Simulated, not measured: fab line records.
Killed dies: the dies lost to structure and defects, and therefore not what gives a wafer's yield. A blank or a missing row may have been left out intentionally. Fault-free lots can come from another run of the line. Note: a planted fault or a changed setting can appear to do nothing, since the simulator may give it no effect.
fab line records	flow n5-finfet
record: lots: 7	wafers: 21
route steps=1938 shown DUMMY_GATE@243 SD_EPI_N@273 HKMG_FIN@386 GATE_CUT@469 MOL_CONTACT_COAG@596 BEOL_M0_SAQP@643 BEOL_M1@794
start-h: the number of hours between the record's first day and the start of the first shown wafer of the lot	wait-h: hours elapsed since this lot's preceding step	" unchanged from the row above	L1.1+2: several wafers, shown together as one row	- no value present, or no start provided	* or withheld: withheld	< > ~ a bound
route shown NAME@n: a module of which the file shows steps, and the number in the route of the first	usual: average and standard deviation across the fault-free wafers	same: alike in all rows	chamber/n: place in a boat	sites: each site's reading	_std_site: the standard deviation of these	_edge_site: inner sites' mean taken away from outer sites' mean	radius-mm: for every site, how far away it sits from the centre of the wafer	mask NAME#n: copy n	behind: the last tool/chamber to shape the wafer	hold: why the lot went on hold/how many hours it stayed there/how the hold came to an end	device: names the non-switching transistor (n, p or np)	end of line: tests run on the same wafers once the route is complete	for a step that has no rows: nothing shown but its recipe	killed: not the wafer's yield, but the dies lost to structure and defects at the first sort	map: a wafer's dies, x killed, . not, _ none there
set.NAME: setting as actually run; set.NAME@STEP: the setting as run at that earlier step	model.NAME: the simulator's own value behind a step, which no gauge read
lots where settings were altered on purpose, with a table for each step and a row for each wafer
== steps ==
step: N5_DUMMY_GATE_ETCH_31
recipe: chemistry: C4F6/O2	target: SiO2	mask-material: SOC	target-depth-a: 825	time-s: 27.5	ion-energy-ev: 250	pressure-mtorr: 30	source-w: 345	bias-w: 185	Ar_flow_sccm: 300	C4F6_flow_sccm: 10	O2_flow_sccm: 10
lot.wafer	tool	chamber	start-h	wait-h	set.target-depth-a	model.etch.depth-nm	model.SOC_of_DUMMY_GATE_COAT_34.thk-nm
L074.1	rie-diel-04	2	46.11	0.1	825	83.41	51.6
L074.2	"	1	"	"	825	85.04	51.8
L074.5	"	1	"	"	825	84.95	51.8
L075.1	rie-diel-04	1	53.61	0.0	903.7	94.08	51.2
L075.2	"	0	"	"	903.7	90.37	51.6
L075.6	"	0	"	"	825	82.26	52.4
L079.4	rie-diel-05	2	78.71	0.1	825	79.89	52
L079.5	"	0	"	"	825	84.58	51.6
L079.6	"	3	"	"	825	81.2	52
L080.1	rie-diel-01	3	83.63	0.1	825	78.19	51.8
L080.4	"	0	"	"	825	81.38	51.8
L080.5	"	2	"	"	892.5	89.26	50.6
L085.1	rie-diel-01	2	114.49	0.0	736.8	74.86	52.2
L085.3	"	1	"	"	825	80.78	51.6
L085.6	"	1	"	"	736.8	71.97	52.6
L087.1	rie-diel-05	2	129.41	0.0	736.7	73.46	52.8
L087.3	"	3	"	"	825	81.9	52
L087.5	"	3	"	"	825	81.68	52.2
L096.1	rie-diel-05	2	178.04	0.2	825	82.23	51.6
L096.3	"	0	"	"	825	84.15	51.4
L096.4	"	1	"	"	825	80.95	51.8
step: N5_SD_EPI_N_DESCUM_14
recipe: chemistry: O2	time-s: 7.9	source-power-w: 50	bias-power-w: 20	pressure-mtorr: 20	rf-frequency-hz: 2.712e+07	temp-c: 40	resist: CAR-ArF-block	o2-flow-sccm: 225
lot.wafer	tool	chamber	start-h	wait-h	set.time-s	model.CAR-ArF-block_of_SD_EPI_N_COAT_03.thk-nm
L074.1+5	rie-diel-06	1	47.80	0.0	8.515	142.8
L074.2	"	2	"	"	7.9	143.4
L075.1	rie-diel-06	3	55.63	0.1	7.9	143.4
L075.2	"	2	"	"	6.4	144.8
L075.6	"	1	"	"	6.4	144.4
L079.4	rie-diel-06	2	80.66	0.0	7.9	142.8
L079.5	"	3	"	"	7.9	143
L079.6	"	0	"	"	7.9	143.2
L080.1	rie-diel-03	0	85.60	0.0	9.343	142.8
L080.4	"	1	"	"	7.9	143.6
L080.5	"	0	"	"	7.9	143.4
L085.1	rie-diel-02	0	116.31	0.0	9.34	142
L085.3	"	2	"	"	7.9	143.4
L085.6	"	1	"	"	9.34	142.2
L087.1	rie-diel-02	2	131.26	0.0	7.9	143.8
L087.3	"	0	"	"	9.102	143.4
L087.5	"	0	"	"	7.9	144
L096.1	rie-diel-02	3	182.76	1.5	7.9	144.2
L096.3	"	0	"	"	7.9	143.2
L096.4	"	1	"	"	7.9	143.8
step: N5_SD_EPI_N_ETCH_34
recipe: chemistry: CF4	target: SiARC	target-depth-a: 455	mask-material: CAR-ArF-block	time-s: 75.8	ion-energy-ev: 80	pressure-mtorr: 40	source-w: 545	bias-w: 36	Ar_flow_sccm: 100	cf4-flow-sccm: 100	ends: cleared
lot.wafer	tool	chamber	start-h	wait-h	set.time-s@SD_EPI_N_DESCUM_14	model.CAR-ArF-block_of_SD_EPI_N_COAT_03.thk-nm
L074.1+5	rie-diel-06	1	47.84	0.0	8.515	110.2
L074.2	"	2	"	"	7.9	111
L075.1	rie-diel-06	3	55.66	0.0	7.9	110.8
L075.2	"	2	"	"	6.4	112.4
L075.6	"	1	"	"	6.4	111.8
L079.4	rie-diel-06	2	80.70	0.0	7.9	110.2
L079.5	"	3	"	"	7.9	110.6
L079.6	"	0	"	"	7.9	110.8
L080.1	rie-diel-03	0	85.64	0.0	9.343	110.4
L080.4	"	1	"	"	7.9	111.2
L080.5	"	0	"	"	7.9	111
L085.1	rie-diel-02	0	116.34	0.0	9.34	109.6
L085.3	"	2	"	"	7.9	110.8
L085.6	"	1	"	"	9.34	109.8
L087.1	rie-diel-02	2	131.30	0.0	7.9	111.4
L087.3	"	0	"	"	9.102	110.8
L087.5	"	0	"	"	7.9	111.6
L096.1	rie-diel-02	3	182.80	0.0	7.9	111.4
L096.3	"	0	"	"	7.9	110.6
L096.4	"	1	"	"	7.9	111
step: N5_HKMG_FIN_HK_ALD_01
recipe: material: HfO2	target-thk-a: 16	temp-c: withheld	ald-precursor-family: HfCl4	ald-co-reactant: H2O	pulse-time-s: 3	purge-time-s: 3	co-reactant-purge-time-s: 2.5	co-reactant-pulse-time-s: 0.3	ald-cycles: 30
lot.wafer	tool	chamber	start-h	wait-h	set.ald-cycles
L074.1+2+5	ald-hk-03	0,3,1	70.90	0.0	30
L075.1	ald-hk-03	1	81.18	0.0	33
L075.2+6	"	3,2	"	"	30
L079.4+5+6	ald-hk-02	2,2,1	102.08	0.0	30
L080.1+4+5	ald-hk-01	1,3,3	106.19	0.0	30
L085.1+6	ald-hk-01	1,0	137.39	0.0	34
L085.3	"	0	"	"	30
L087.1+3	ald-hk-03	1,2	152.02	0.0	32
L087.5	"	0	"	"	30
L096.1+3	ald-hk-01	2,1	203.74	0.0	30
L096.4	"	0	"	"	32
step: N5_HKMG_FIN_EXPOSE_46
recipe: mask-id: NDIPOLE	na: 1.35	source-shape: conventional	sigma-outer: 0.8	polarization: unpolarized	dose-mj: 40
lot.wafer	tool	chamber	start-h	wait-h	mask	set.dose-mj
L074.1	arfi-scanner-02	0	71.88	-	NDIPOLE#0	42.12
L074.2+5	"	0	"	"	NDIPOLE#0	40
L075.1+6	arfi-scanner-01	0	82.15	-	NDIPOLE#0	40
L075.2	"	0	"	"	NDIPOLE#0	41.93
L079.4+5+6	arfi-scanner-03	0	103.06	-	NDIPOLE#0	40
L080.1+4+5	arfi-scanner-01	0	107.01	-	NDIPOLE#0	40
L085.1+3+6	arfi-scanner-01	0	138.21	-	NDIPOLE#0	40
L087.1+5	arfi-scanner-03	0	152.84	-	NDIPOLE#0	40
L087.3	"	0	"	"	NDIPOLE#0	38.15
L096.1+3+4	arfi-scanner-03	0	204.67	-	NDIPOLE#0	40
step: N5_HKMG_FIN_PEB_47
recipe: peb-temp-c: withheld	peb-time-s: 60	resist: CAR-ArF
step: N5_HKMG_FIN_DEVELOP_48
recipe: develop-time-s: 30	developer: TMAH	resist: CAR-ArF	rinse-liquid: diw	dry: air-spin	dev-temp-c: 23
step: N5_HKMG_FIN_CD_MEAS_49
recipe: target-cd-nm: 202	landing-energy-ev: 500	detector: se-inlens	polarity: opening
usual: cd-nm: 201.9/0.92
lot.wafer	tool	chamber	start-h	wait-h	set.dose-mj@HKMG_FIN_EXPOSE_46	cd-nm
L074.1	cd-sem-03	0	72.00	-	42.12	203.9
L074.2	"	0	"	"	40	200.4
L074.5	"	0	"	"	40	201.1
L075.1	cd-sem-03	0	82.27	-	40	202.3
L075.2	"	0	"	"	41.93	206.7
L075.6	"	0	"	"	40	202.5
L079.4	cd-sem-02	0	103.18	-	40	201.8
L079.5	"	0	"	"	40	201.3
L079.6	"	0	"	"	40	200.9
L080.1	cd-sem-01	0	107.13	-	40	201.6
L080.4	"	0	"	"	40	202.1
L080.5	"	0	"	"	40	203.0
L085.1	cd-sem-02	0	138.34	-	40	200.9
L085.3	"	0	"	"	40	201.4
L085.6	"	0	"	"	40	201.3
L087.1	cd-sem-01	0	152.97	-	40	203.9
L087.3	"	0	"	"	38.15	198.8
L087.5	"	0	"	"	40	202.1
L096.1	cd-sem-01	0	204.79	-	40	202.4
L096.3	"	0	"	"	40	203.4
L096.4	"	0	"	"	40	202.5
step: N5_HKMG_FIN_ETCH_55
recipe: chemistry: N2/H2	target: SOC	target-depth-a: 2400	temp-c: 40	time-s: 300	ion-energy-ev: 200	mask-material: SiARC	pressure-mtorr: 30	source-w: 840	bias-w: 150	n2-flow-sccm: 200	h2-flow-sccm: 200
usual: rf-vpp-V: 523.2/2.3
lot.wafer	tool	chamber	start-h	wait-h	set.bias-w	rf-vpp-V
L074.1	rie-diel-03	0	72.23	0.0	165.9	562.1
L074.2	"	1	"	"	150	520.4
L074.5	"	0	"	"	165.9	562.3
L075.1	rie-diel-06	3	82.45	0.0	141.9	500.1
L075.2	"	1	"	"	150	525.8
L075.6	"	3	"	"	150	519.0
L079.4	rie-diel-02	2	103.47	0.0	150	522.7
L079.5	"	0	"	"	150	519.7
L079.6	"	3	"	"	150	522.5
L080.1	rie-diel-02	1	107.31	0.0	150	520.4
L080.4	"	3	"	"	150	522.8
L080.5	"	3	"	"	150	522.7
L085.1	rie-diel-02	1	138.52	0.0	150	523.2
L085.3	"	0	"	"	175.1	573.4
L085.6	"	2	"	"	150	522.8
L087.1	rie-diel-03	0	153.40	0.0	150	526.7
L087.3	"	1	"	"	150	520.9
L087.5	"	0	"	"	150	526.8
L096.1	rie-diel-02	2	205.09	0.0	131.3	481.1
L096.3	"	0	"	"	150	518.3
L096.4	"	0	"	"	131.3	478.0
step: N5_HKMG_FIN_STRIP_56
recipe: chemistry: N2/H2	temp-c: 40	n2-flow-sccm: 200	h2-flow-sccm: 200	rf-frequency-hz: 6e+07
step: N5_HKMG_FIN_STRIP_57
recipe: chemistry: CF4	resist: SiARC	power-w: 300	bias-power-w: 75	pressure-mtorr: 50	cf4-flow-sccm: 150	rf-frequency-hz: 6e+07
step: N5_HKMG_FIN_WET_ETCH_82
recipe: chemistry: dHCl	mix: 1:10000	temp-c: 25	target: La2O3	stop-on: HfO2	target-depth-nm: 2	dry: ipa-marangoni	rinse-time-s: 30	rinse-temp-c: 23
step: N5_HKMG_FIN_ALD_36
recipe: material: TiN	target-thk-a: 10	temp-c: 400	ald-precursor-family: TiCl4	ald-co-reactant: NH3	pulse-time-s: 1	purge-time-s: 3	co-reactant-purge-time-s: 2	co-reactant-pulse-time-s: 2	ald-cycles: 47	pressure-torr: 3
step: N5_HKMG_FIN_THK_MEAS_70
recipe: thk-meas-gauge: xrf	reads: HfO2_of_HKMG_FIN_HK_ALD_01
usual: HK_THK: 1.624/0.02
lot.wafer	tool	chamber	start-h	wait-h	set.ald-cycles@HKMG_FIN_HK_ALD_01	HK_THK[nm]
L074.1	film-metro-01	-	74.55	0.2	30	1.641
L074.2	"	-	"	"	30	1.665
L074.5	"	-	"	"	30	1.640
L075.1	film-metro-01	-	84.82	0.2	33	1.793
L075.2	"	-	"	"	30	1.641
L075.6	"	-	"	"	30	1.634
L079.4	film-metro-01	-	105.99	0.2	30	1.626
L079.5	"	-	"	"	30	1.620
L079.6	"	-	"	"	30	1.615
L080.1	film-metro-01	-	109.74	0.2	30	1.640
L080.4	"	-	"	"	30	1.633
L080.5	"	-	"	"	30	1.618
L085.1	film-metro-02	-	140.83	0.2	34	1.860
L085.3	"	-	"	"	30	1.630
L085.6	"	-	"	"	34	1.842
L087.1	film-metro-01	-	155.91	0.2	32	1.733
L087.3	"	-	"	"	32	1.720
L087.5	"	-	"	"	30	1.621
L096.1	film-metro-02	-	207.56	0.2	30	1.602
L096.3	"	-	"	"	30	1.590
L096.4	"	-	"	"	32	1.716
step: N5_GATE_CUT_ETCH_58
recipe: chemistry: CH3F/O2	target: SiNx	target-depth-a: 170	time-s: 128.6	ion-energy-ev: 50	pressure-mtorr: 30	source-w: 415	bias-w: 21	Ar_flow_sccm: 150	CH3F_flow_sccm: 30	O2_flow_sccm: 20
usual: rf-vpp-V: 99.3/0.84
lot.wafer	tool	chamber	start-h	wait-h	set.source-w	rf-vpp-V	model.etch.depth-nm
L074.1	rie-diel-05	0	80.51	0.0	415	98.1	17.11
L074.2	"	3	"	"	415	100.4	16.53
L074.5	"	0	"	"	415	99.0	17.31
L075.1	rie-diel-04	3	90.50	0.1	415	97.8	17.73
L075.2	"	1	"	"	364.2	104.5	16.7
L075.6	"	2	"	"	415	98.8	17.18
L079.4	rie-diel-05	0	112.13	0.1	415	98.5	17.39
L079.5	"	3	"	"	415	99.4	16.86
L079.6	"	1	"	"	415	98.4	17.05
L080.1	rie-diel-04	0	115.40	0.0	346	105.4	15.75
L080.4	"	1	"	"	415	100.8	17.63
L080.5	"	0	"	"	346	104.3	15.86
L085.1	rie-diel-04	3	146.59	0.0	415	99.8	17.71
L085.3	"	1	"	"	415	100.4	17.38
L085.6	"	3	"	"	466.9	95.4	18.39
L087.1	rie-diel-05	2	162.23	0.2	384.2	101.5	16.79
L087.3	"	1	"	"	415	99.7	17
L087.5	"	2	"	"	415	100.7	17.17
L096.1	rie-diel-04	0	213.22	0.1	387	101.1	16.39
L096.3	"	2	"	"	415	100.9	17.39
L096.4	"	1	"	"	415	99.8	17.42
step: N5_MOL_CONTACT_COAG_COAT_34
recipe: resist: CAR-EUV	spin-rpm: 1500	resist-thk-nm: 40
lot.wafer	tool	chamber	start-h	wait-h	set.spin-rpm	model.CAR-EUV_of_MOL_CONTACT_COAG_COAT_34.thk-nm
L074.1+2	litho-track-04	0	-	-	1438	40.8
L074.5	"	0	"	"	1500	40
L075.1	litho-track-02	0	-	-	1500	40.2
L075.2	"	0	"	"	1371	42
L075.6	"	0	"	"	1500	40
L079.4	litho-track-01	0	-	-	1500	40.2
L079.5+6	"	0	"	"	1500	40
L080.1+4+5	litho-track-02	0	-	-	1500	40
L085.1+3	litho-track-01	0	-	-	1346	42.2
L085.6	"	0	"	"	1500	40
L087.1+5	litho-track-02	0	-	-	1500	40.2
L087.3	"	0	"	"	1430	41.2
L096.1+3	litho-track-02	0	-	-	1351	42.2
L096.4	"	0	"	"	1500	40
step: N5_MOL_CONTACT_COAG_EBR_36
recipe: solvent: PGMEA	ebr-width-mm: 1.5
step: N5_MOL_CONTACT_COAG_SOFTBAKE_35
recipe: temp-c: 110	time-s: 60	resist: CAR-EUV
step: N5_MOL_CONTACT_COAG_DESCUM_45
recipe: chemistry: O2	time-s: 7	source-power-w: 50	bias-power-w: 20	pressure-mtorr: 20	rf-frequency-hz: 2.712e+07	temp-c: 40	resist: CAR-EUV	o2-flow-sccm: 225
step: N5_MOL_CONTACT_COAG_ETCH_65
recipe: chemistry: N2/H2	target: underlayer	target-depth-a: 130	mask-material: CAR-EUV	time-s: 10.4	ion-energy-ev: 200	pressure-mtorr: 30	source-w: 840	bias-w: 150	n2-flow-sccm: 200	h2-flow-sccm: 200	ends: cleared
lot.wafer	tool	chamber	start-h	wait-h	set.spin-rpm@MOL_CONTACT_COAG_COAT_34	model.CAR-EUV_of_MOL_CONTACT_COAG_COAT_34.thk-nm
L074.1+2	rie-diel-02	3,0	102.40	0.0	1438	25.4
L074.5	"	3	"	"	1500	24.6
L075.1	rie-diel-02	1	111.01	0.0	1500	24.8
L075.2	"	2	"	"	1371	26.6
L075.6	"	3	"	"	1500	24.6
L079.4+5	rie-diel-03	3	131.12	0.0	1500	24.8
L079.6	"	2	"	"	1500	25
L080.1	rie-diel-03	0	134.49	0.0	1500	24.6
L080.4+5	"	3,2	"	"	1500	24.8
L085.1+3	rie-diel-03	3,1	166.18	0.0	1346	26.8
L085.6	"	3	"	"	1500	24.6
L087.1	rie-diel-03	2	184.67	0.0	1500	25
L087.3	"	0	"	"	1430	25.8
L087.5	"	2	"	"	1500	25.2
L096.1+3	rie-diel-03	3,1	234.36	0.0	1351	27
L096.4	"	3	"	"	1500	24.8
step: N5_BEOL_M0_SAQP_COAT_08
recipe: resist: CAR-ArF	spin-rpm: 1500	resist-thk-nm: 90
lot.wafer	tool	chamber	start-h	wait-h	set.spin-rpm	model.CAR-ArF_of_BEOL_M0_SAQP_COAT_08.thk-nm
L074.1+2	litho-track-03	0	-	-	1500	90.2
L074.5	"	0	"	"	1500	90.4
L075.1	litho-track-04	0	-	-	1447	92
L075.2	"	0	"	"	1500	90.4
L075.6	"	0	"	"	1447	91.6
L079.4+5+6	litho-track-05	0	-	-	1500	89.8
L080.1	litho-track-05	0	-	-	1549	88.4
L080.4	"	0	"	"	1500	90.2
L080.5	"	0	"	"	1500	90
L085.1	litho-track-03	0	-	-	1377	93.8
L085.3+6	"	0	"	"	1500	89.6
L087.1	litho-track-03	0	-	-	1601	86.6
L087.3	"	0	"	"	1601	87
L087.5	"	0	"	"	1500	89.8
L096.1+4	litho-track-04	0	-	-	1500	90
L096.3	"	0	"	"	1599	87.2
step: N5_BEOL_M0_SAQP_EXPOSE_11
recipe: mask-id: M0_CORE	na: 1.35	source-shape: dipole	sigma-inner: 0.538	sigma-outer: 0.738	polarization: te	target-cd-nm: 42	dose-mj: 55
lot.wafer	tool	chamber	start-h	wait-h	mask	set.dose-mj
L074.1+2+5	arfi-scanner-01	0	112.01	-	M0_CORE#0	51.3
L075.1+6	arfi-scanner-03	0	116.71	-	M0_CORE#0	55
L075.2	"	0	"	"	M0_CORE#0	52.73
L079.4+5+6	arfi-scanner-03	0	137.48	-	M0_CORE#0	55
L080.1+5	arfi-scanner-02	0	141.00	-	M0_CORE#0	56.59
L080.4	"	0	"	"	M0_CORE#0	55
L085.1	arfi-scanner-02	0	171.98	-	M0_CORE#0	51.57
L085.3+6	"	0	"	"	M0_CORE#0	55
L087.1+5	arfi-scanner-03	0	191.15	-	M0_CORE#0	55
L087.3	"	0	"	"	M0_CORE#0	50.89
L096.1+4	arfi-scanner-02	0	240.20	-	M0_CORE#0	51.27
L096.3	"	0	"	"	M0_CORE#0	55
step: N5_BEOL_M0_SAQP_PEB_12
recipe: peb-temp-c: withheld	peb-time-s: 60	resist: CAR-ArF
step: N5_BEOL_M0_SAQP_DEVELOP_13
recipe: develop-time-s: 30	developer: TMAH	resist: CAR-ArF	dev-temp-c: 23	rinse-liquid: diw	dry: air-spin
lot.wafer	tool	chamber	start-h	wait-h	set.spin-rpm@BEOL_M0_SAQP_COAT_08	model.CAR-ArF_of_BEOL_M0_SAQP_COAT_08.thk-nm
L074.1	litho-track-03	0	-	-	1500	88.6
L074.2	"	0	"	"	1500	88.4
L074.5	"	0	"	"	1500	88.8
L075.1	litho-track-05	0	-	-	1447	90.2
L075.2	"	0	"	"	1500	88.6
L075.6	"	0	"	"	1447	90
L079.4+5	litho-track-03	0	-	-	1500	88.2
L079.6	"	0	"	"	1500	88
L080.1	litho-track-04	0	-	-	1549	86.8
L080.4	"	0	"	"	1500	88.6
L080.5	"	0	"	"	1500	88.4
L085.1	litho-track-05	0	-	-	1377	92
L085.3	"	0	"	"	1500	87.8
L085.6	"	0	"	"	1500	88
L087.1	litho-track-03	0	-	-	1601	85
L087.3	"	0	"	"	1601	85.2
L087.5	"	0	"	"	1500	88
L096.1	litho-track-05	0	-	-	1500	88.4
L096.3	"	0	"	"	1599	85.6
L096.4	"	0	"	"	1500	88.2
step: N5_BEOL_M0_SAQP_CD_MEAS_14
recipe: target-cd-nm: 42.5	landing-energy-ev: 500	detector: se-inlens
usual: cd-nm: 42.2/0.45
lot.wafer	tool	chamber	start-h	wait-h	set.dose-mj@BEOL_M0_SAQP_EXPOSE_11	cd-nm
L074.1	cd-sem-01	0	112.14	-	51.3	44.7
L074.2	"	0	"	"	51.3	45.0
L074.5	"	0	"	"	51.3	44.0
L075.1	cd-sem-03	0	116.84	-	55	41.9
L075.2	"	0	"	"	52.73	43.7
L075.6	"	0	"	"	55	41.8
L079.4	cd-sem-01	0	137.60	-	55	42.4
L079.5	"	0	"	"	55	42.4
L079.6	"	0	"	"	55	42.4
L080.1	cd-sem-02	0	141.13	-	56.59	41.6
L080.4	"	0	"	"	55	42.3
L080.5	"	0	"	"	56.59	42.1
L085.1	cd-sem-02	0	172.11	-	51.57	43.8
L085.3	"	0	"	"	55	41.4
L085.6	"	0	"	"	55	41.6
L087.1	cd-sem-02	0	191.28	-	55	41.8
L087.3	"	0	"	"	50.89	44.8
L087.5	"	0	"	"	55	42.6
L096.1	cd-sem-01	0	240.33	-	51.27	44.7
L096.3	"	0	"	"	55	41.7
L096.4	"	0	"	"	51.27	44.0
step: N5_BEOL_M1_ETCH_70
recipe: chemistry: N2/H2	target: SOC	target-depth-a: 800	overetch-a: 160	mask-material: SiARC	temp-c: 40	time-s: 120	ion-energy-ev: 200	pressure-mtorr: 30	source-w: 840	bias-w: 150	n2-flow-sccm: 200	h2-flow-sccm: 200
lot.wafer	tool	chamber	start-h	wait-h	set.time-s	model.SiARC_of_BEOL_M1_COAT_68.thk-nm
L074.1	rie-diel-04	3	124.83	0.0	146.4	4.6
L074.2	"	2	"	"	120	6.4
L074.5	"	2	"	"	146.4	5.2
L075.1	rie-diel-04	2	137.10	0.0	120	6.4
L075.2	"	1	"	"	120	6
L075.6	"	3	"	"	106.2	6.6
L079.4	rie-diel-01	0	152.23	0.0	120	6.6
L079.5	"	2	"	"	120	6.2
L079.6	"	1	"	"	120	6.8
L080.1	rie-diel-04	0	154.83	0.0	120	6.6
L080.4	"	3	"	"	120	6
L080.5	"	1	"	"	100.6	7.2
L085.1+3	rie-diel-01	0,1	193.32	0.0	128.8	6.2
L085.6	"	3	"	"	128.8	6
L087.1	rie-diel-04	0	206.12	0.0	120	6.6
L087.3+5	"	2	"	"	120	6.4
L096.1	rie-diel-01	0	258.53	0.0	120	6.4
L096.3	"	2	"	"	101.8	7
L096.4	"	3	"	"	101.8	7.2
== key ==
split: step: N5_DUMMY_GATE_ETCH_31	setting: target-depth-a	stated: 825	by: wafer
response: step: N5_DUMMY_GATE_ETCH_31	reading: model.etch.depth-nm	change: +0.88	per: 1%	r: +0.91
response: step: N5_DUMMY_GATE_ETCH_31	reading: model.SOC_of_DUMMY_GATE_COAT_34.thk-nm	change: -0.0915	per: 1%	r: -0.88
split: step: N5_SD_EPI_N_DESCUM_14	setting: time-s	stated: 7.9	by: wafer
response: step: N5_SD_EPI_N_DESCUM_14	reading: model.CAR-ArF-block_of_SD_EPI_N_COAT_03.thk-nm	change: -0.0543	per: 1%	r: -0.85
response: step: N5_SD_EPI_N_ETCH_34	reading: model.CAR-ArF-block_of_SD_EPI_N_COAT_03.thk-nm	change: -0.0564	per: 1%	r: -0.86
split: step: N5_HKMG_FIN_HK_ALD_01	setting: ald-cycles	stated: 30	by: wafer
response: step: N5_HKMG_FIN_THK_MEAS_70	reading: HK_THK	change: +0.0164	per: 1%	r: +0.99
split: step: N5_HKMG_FIN_EXPOSE_46	setting: dose-mj	stated: 40	by: wafer
response: step: N5_HKMG_FIN_CD_MEAS_49	reading: cd-nm	change: +0.783	per: 1%	r: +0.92
split: step: N5_HKMG_FIN_ETCH_55	setting: bias-w	stated: 150	by: wafer
response: step: N5_HKMG_FIN_ETCH_55	reading: rf-vpp-V	change: +3.28	per: 1%	r: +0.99
split: step: N5_GATE_CUT_ETCH_58	setting: source-w	stated: 415	by: wafer
response: step: N5_GATE_CUT_ETCH_58	reading: rf-vpp-V	change: -0.319	per: 1%	r: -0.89
response: step: N5_GATE_CUT_ETCH_58	reading: model.etch.depth-nm	change: +0.0865	per: 1%	r: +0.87
split: step: N5_MOL_CONTACT_COAG_COAT_34	setting: spin-rpm	stated: 1500	by: wafer
response: step: N5_MOL_CONTACT_COAG_COAT_34	reading: model.CAR-EUV_of_MOL_CONTACT_COAG_COAT_34.thk-nm	change: -0.217	per: 1%	r: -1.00
response: step: N5_MOL_CONTACT_COAG_ETCH_65	reading: model.CAR-EUV_of_MOL_CONTACT_COAG_COAT_34.thk-nm	change: -0.213	per: 1%	r: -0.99
split: step: N5_BEOL_M0_SAQP_COAT_08	setting: spin-rpm	stated: 1500	by: wafer
response: step: N5_BEOL_M0_SAQP_COAT_08	reading: model.CAR-ArF_of_BEOL_M0_SAQP_COAT_08.thk-nm	change: -0.466	per: 1%	r: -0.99
response: step: N5_BEOL_M0_SAQP_DEVELOP_13	reading: model.CAR-ArF_of_BEOL_M0_SAQP_COAT_08.thk-nm	change: -0.456	per: 1%	r: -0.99
split: step: N5_BEOL_M0_SAQP_EXPOSE_11	setting: dose-mj	stated: 55	by: wafer
response: step: N5_BEOL_M0_SAQP_CD_MEAS_14	reading: cd-nm	change: -0.362	per: 1%	r: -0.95
split: step: N5_BEOL_M1_ETCH_70	setting: time-s	stated: 120	by: wafer
response: step: N5_BEOL_M1_ETCH_70	reading: model.SiARC_of_BEOL_M1_COAT_68.thk-nm	change: -0.0567	per: 1%	r: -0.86
